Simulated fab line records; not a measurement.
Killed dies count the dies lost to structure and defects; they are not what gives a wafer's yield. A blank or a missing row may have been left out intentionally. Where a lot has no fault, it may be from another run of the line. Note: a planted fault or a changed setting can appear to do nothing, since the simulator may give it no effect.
Split-lot experiment / flow n5_finfet / on a route of 1938 steps: 7 lots, 21 wafers read

ON THE SPLIT
At N5_MOL_CONTACT_COAG_VIA_ETCH_46 (etches SiO2 in C4F6/O2, target depth 46 nm, overetch 9.2 nm, time 40 s), the setting bias_w was moved away from the recipe's 455 W on 9 of the 21 wafers read, by -15.4% to +9.4%. All remaining wafers had this setting at the recipe value.

Reading taken at the split's own step.

THE READING
rf_vpp_V, in V, at N5_MOL_CONTACT_COAG_VIA_ETCH_46 (etches SiO2 in C4F6/O2, target depth 46 nm, overetch 9.2 nm, time 40 s). Fault-free wafers of this fab line usually give 1596 V, standard deviation 13 V.

wafer=L074.2; tool, chamber at the split=rie_diel-04, 1; bias_w as run, W=455; against the recipe=recipe; rf_vpp_V, V=1583; against lot-mates on the recipe=-
wafer=L074.4; tool, chamber at the split=rie_diel-04, 3; bias_w as run, W=404.7; against the recipe=-11.1%; rf_vpp_V, V=1477; against lot-mates on the recipe=-106
wafer=L074.6; tool, chamber at the split=rie_diel-04, 2; bias_w as run, W=404.7; against the recipe=-11.1%; rf_vpp_V, V=1469; against lot-mates on the recipe=-114
wafer=L077.1; tool, chamber at the split=rie_diel-04, 0; bias_w as run, W=497.6; against the recipe=+9.4%; rf_vpp_V, V=1690; against lot-mates on the recipe=+109
wafer=L077.4; tool, chamber at the split=rie_diel-04, 2; bias_w as run, W=497.6; against the recipe=+9.4%; rf_vpp_V, V=1715; against lot-mates on the recipe=+134
wafer=L077.6; tool, chamber at the split=rie_diel-04, 0; bias_w as run, W=455; against the recipe=recipe; rf_vpp_V, V=1581; against lot-mates on the recipe=-
wafer=L078.1; tool, chamber at the split=rie_diel-04, 2; bias_w as run, W=386.1; against the recipe=-15.1%; rf_vpp_V, V=1420; against lot-mates on the recipe=-178
wafer=L078.2; tool, chamber at the split=rie_diel-04, 1; bias_w as run, W=455; against the recipe=recipe; rf_vpp_V, V=1583; against lot-mates on the recipe=-
wafer=L078.4; tool, chamber at the split=rie_diel-04, 3; bias_w as run, W=455; against the recipe=recipe; rf_vpp_V, V=1613; against lot-mates on the recipe=-
wafer=L082.1; tool, chamber at the split=rie_diel-02, 1; bias_w as run, W=455; against the recipe=recipe; rf_vpp_V, V=1595; against lot-mates on the recipe=-
wafer=L082.2; tool, chamber at the split=rie_diel-02, 3; bias_w as run, W=455; against the recipe=recipe; rf_vpp_V, V=1572; against lot-mates on the recipe=-
wafer=L082.3; tool, chamber at the split=rie_diel-02, 0; bias_w as run, W=384.8; against the recipe=-15.4%; rf_vpp_V, V=1391; against lot-mates on the recipe=-192
wafer=L083.2; tool, chamber at the split=rie_diel-06, 3; bias_w as run, W=455; against the recipe=recipe; rf_vpp_V, V=1610; against lot-mates on the recipe=-
wafer=L083.5; tool, chamber at the split=rie_diel-06, 1; bias_w as run, W=402.7; against the recipe=-11.5%; rf_vpp_V, V=1466; against lot-mates on the recipe=-139
wafer=L083.6; tool, chamber at the split=rie_diel-06, 2; bias_w as run, W=455; against the recipe=recipe; rf_vpp_V, V=1600; against lot-mates on the recipe=-
wafer=L087.1; tool, chamber at the split=rie_diel-06, 3; bias_w as run, W=404; against the recipe=-11.2%; rf_vpp_V, V=1471; against lot-mates on the recipe=-130
wafer=L087.2; tool, chamber at the split=rie_diel-06, 2; bias_w as run, W=455; against the recipe=recipe; rf_vpp_V, V=1601; against lot-mates on the recipe=-
wafer=L087.4; tool, chamber at the split=rie_diel-06, 0; bias_w as run, W=404; against the recipe=-11.2%; rf_vpp_V, V=1454; against lot-mates on the recipe=-147
wafer=L093.1; tool, chamber at the split=rie_diel-02, 3; bias_w as run, W=455; against the recipe=recipe; rf_vpp_V, V=1572; against lot-mates on the recipe=-
wafer=L093.3; tool, chamber at the split=rie_diel-02, 2; bias_w as run, W=455; against the recipe=recipe; rf_vpp_V, V=1597; against lot-mates on the recipe=-
wafer=L093.5; tool, chamber at the split=rie_diel-02, 1; bias_w as run, W=455; against the recipe=recipe; rf_vpp_V, V=1594; against lot-mates on the recipe=-

THE FIT
A straight line over all 21 wafers: rf_vpp_V changes by +11.6 V for each +1% of bias_w; r = +0.99; the points scatter about the line by 13 V.
The same after taking each lot's own level away (the mean of its wafers on the recipe; 21 wafers): +12 V for each +1%; r = +0.99; scatter 12 V.
On that fit, the largest move of bias_w shifts the reading by 1.9e+02 V.
Measured against the standard deviation above, the lots' own levels, which go from 1581.0 to 1605.0 V, span 1.8 times it.
The two slopes are in agreement: the lot-to-lot level therefore moves the slope only a little.
Check: -180 V against its lot-mates is what the line predicts for one of the wafers moved furthest among these (-15.4%) when that wafer is left out of the fit. Against them it came out at -192 V.
Tool readings at the split's step, against how far the setting was moved: rf_vpp_V r = +0.99.

ADDITIONAL SPLITS CARRIED BY THESE WAFERS
Note: prior to the reading, these wafers also went through further splits. Each is held against what the fit with the lots' levels taken away leaves over:
other split on the same wafers=N5_SDB_EXPOSE_08 dose_mj; wafers away from the commonest value=7; r with rf_vpp_V (lot level and that fit taken away)=+0.09
other split on the same wafers=N5_HKMG_FIN_ETCH_35 source_w; wafers away from the commonest value=6; r with rf_vpp_V (lot level and that fit taken away)=+0.04
other split on the same wafers=N5_MOL_CONTACT_COAG_ALD_27 ald_cycles; wafers away from the commonest value=6; r with rf_vpp_V (lot level and that fit taken away)=-0.19

FILE'S OWN FIT
rf_vpp_V changes by +11.9 V for each +1% of bias_w, r = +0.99.
